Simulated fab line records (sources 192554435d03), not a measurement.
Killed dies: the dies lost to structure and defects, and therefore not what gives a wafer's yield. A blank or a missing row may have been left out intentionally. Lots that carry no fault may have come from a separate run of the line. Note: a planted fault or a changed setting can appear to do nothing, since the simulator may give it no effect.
Matching of chambers    flow n5_finfet    3 sister chambers for N5_BEOL_M9_PECVD_70 on pecvd-01
The step deposits SiO2 from TEOS/O2, target thk 20 nm, time 22.7 s. 24 wafers are shown with their chamber, then 12 later ones without.

WAFERS, EACH WITH ITS CHAMBER
wafer   chamber  throttle_valve_pct (%)  showerhead_plenum_p_Torr (Torr)  heater_power_w (W)
L074.1  2        20.7                    8.70                             868
L074.4  0        21.2                    8.81                             842
L074.6  2        20.9                    8.72                             865
L075.1  2        20.9                    8.73                             861
L075.2  0        21.2                    8.80                             963
L075.6  0        21.1                    8.80                             955
L078.1  1        25.6                    8.86                             729
L078.4  0        21.3                    8.81                             910
L078.6  2        20.8                    8.74                             860
L083.2  1        25.6                    8.86                             659
L083.4  2        20.8                    8.73                             855
L083.5  0        21.4                    8.82                             894
L086.1  1        25.3                    8.88                             713
L086.4  2        21.3                    8.72                             734
L086.5  1        25.5                    8.88                             713
L087.3  1        25.5                    8.84                             700
L087.5  1        25.4                    8.86                             714
L087.6  2        21.0                    8.72                             777
L089.1  2        21.0                    8.75                             820
L089.4  2        21.1                    8.73                             852
L089.5  1        25.6                    8.87                             779
L090.2  0        21.5                    8.81                             908
L090.4  0        21.4                    8.81                             907
L090.6  1        25.6                    8.86                             700

SIGNATURES (averages over the wafers above)
reading                   chamber 0  chamber 1  chamber 2  scatter within a chamber
throttle_valve_pct        21.300     25.512     20.944     0.15
showerhead_plenum_p_Torr  8.8086     8.8637     8.7267     0.0121
heater_power_w            911.29     713.38     832.44     41
Rule: for each reading, subtract the chamber's mean from the wafer's reading, divide by that reading's scatter and square the result; add these up over the readings and take the root, which gives the wafer's distance from the chamber. The wafer belongs to the nearest chamber; if the next one is less than 2 further off, it can't be placed. How the scatter is found: for the shown wafers, subtract from each reading the mean of its chamber, square and add these, divide the total by (wafers less chambers), then take the root.

WAFERS WHOSE CHAMBER IS MISSING
wafer   throttle_valve_pct (%)  showerhead_plenum_p_Torr (Torr)  heater_power_w (W)
L091.1  25.5                    8.87                             663
L091.2  21.1                    8.72                             812
L091.4  25.6                    8.87                             672
L094.3  21.0                    8.73                             780
L094.5  21.2                    8.73                             809
L094.6  25.5                    8.85                             741
L093.1  21.3                    8.82                             1006
L093.2  20.9                    8.69                             735
L093.4  21.0                    8.71                             735
L095.1  21.0                    8.73                             803
L095.2  21.3                    8.83                             956
L095.3  25.9                    8.86                             764

CHAMBER TAKEN BY EACH
wafer   from the rows above  in truth
L091.1  1                    1
L091.2  2                    2
L091.4  1                    1
L094.3  2                    2
L094.5  2                    2
L094.6  1                    1
L093.1  0                    0
L093.2  2                    2
L093.4  2                    2
L095.1  2                    2
L095.2  0                    0
L095.3  1                    1
12 of 12 placed correctly. Not placeable from these rows: 0. 0 placed wrongly.
